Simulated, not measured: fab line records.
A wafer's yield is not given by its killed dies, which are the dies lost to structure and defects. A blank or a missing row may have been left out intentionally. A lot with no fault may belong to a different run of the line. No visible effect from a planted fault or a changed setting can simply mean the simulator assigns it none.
Chamber matching || flow nand harc || 4 sister chambers for NHARC_A_CHANNEL_HOLE_D1_DESCUM_15 on rie diel-09
The step chemistry O2, time 3 s. 7 wafers are shown with their chamber, then 6 later ones without.

== WAFERS PAIRED WITH THEIR CHAMBERS ==
{"wafer": "L853.5", "chamber": 3, "drypump motor current A (A)": 4.9, "oes product au (a.u.)": 0.988}
{"wafer": "L852.5", "chamber": 3, "drypump motor current A (A)": 4.8, "oes product au (a.u.)": 0.983}
{"wafer": "L859.2", "chamber": 0, "drypump motor current A (A)": 5.6, "oes product au (a.u.)": 1.016}
{"wafer": "L859.6", "chamber": 1, "drypump motor current A (A)": 6.3, "oes product au (a.u.)": 1.025}
{"wafer": "L864.3", "chamber": 2, "drypump motor current A (A)": 5.7, "oes product au (a.u.)": 0.995}
{"wafer": "L864.5", "chamber": 1, "drypump motor current A (A)": 6.3, "oes product au (a.u.)": 1.015}
{"wafer": "L864.6", "chamber": 2, "drypump motor current A (A)": 5.8, "oes product au (a.u.)": 0.985}

== WAFERS WHOSE CHAMBER IS MISSING ==
{"wafer": "L869.2", "drypump motor current A (A)": 4.9, "oes product au (a.u.)": 0.992}
{"wafer": "L869.4", "drypump motor current A (A)": 5.6, "oes product au (a.u.)": 1.013}
{"wafer": "L869.6", "drypump motor current A (A)": 4.9, "oes product au (a.u.)": 0.989}
{"wafer": "L873.3", "drypump motor current A (A)": 5.7, "oes product au (a.u.)": 1.002}
{"wafer": "L873.4", "drypump motor current A (A)": 6.4, "oes product au (a.u.)": 1.009}
{"wafer": "L873.6", "drypump motor current A (A)": 5.7, "oes product au (a.u.)": 0.994}

== WHICH CHAMBER EACH ONE RAN IN ==
{"wafer": "L869.2", "from the rows above": 3, "in truth": 3}
{"wafer": "L869.4", "from the rows above": 0, "in truth": 0}
{"wafer": "L869.6", "from the rows above": 3, "in truth": 3}
{"wafer": "L873.3", "from the rows above": "can't be placed: 2 or 0", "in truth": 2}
{"wafer": "L873.4", "from the rows above": 1, "in truth": 1}
{"wafer": "L873.6", "from the rows above": 2, "in truth": 2}
5 of 6 placed correctly. These rows do not allow placing 1 (true chamber among the candidates in 1). Wrongly placed: 0.
How it was worked out, from the rows above alone: a wafer's distance from a chamber is the root of the sum, over the readings, of the square of ((its reading less the chamber's mean) divided by the reading's scatter). The wafer belongs to the nearest chamber; if the next one is less than 2 further off, it can't be placed. The mean given for a chamber averages the wafers shown for that chamber. The scatter: take each reading less its chamber's mean, square it, sum over the shown wafers, divide by the number of wafers less the number of chambers, and take the root.
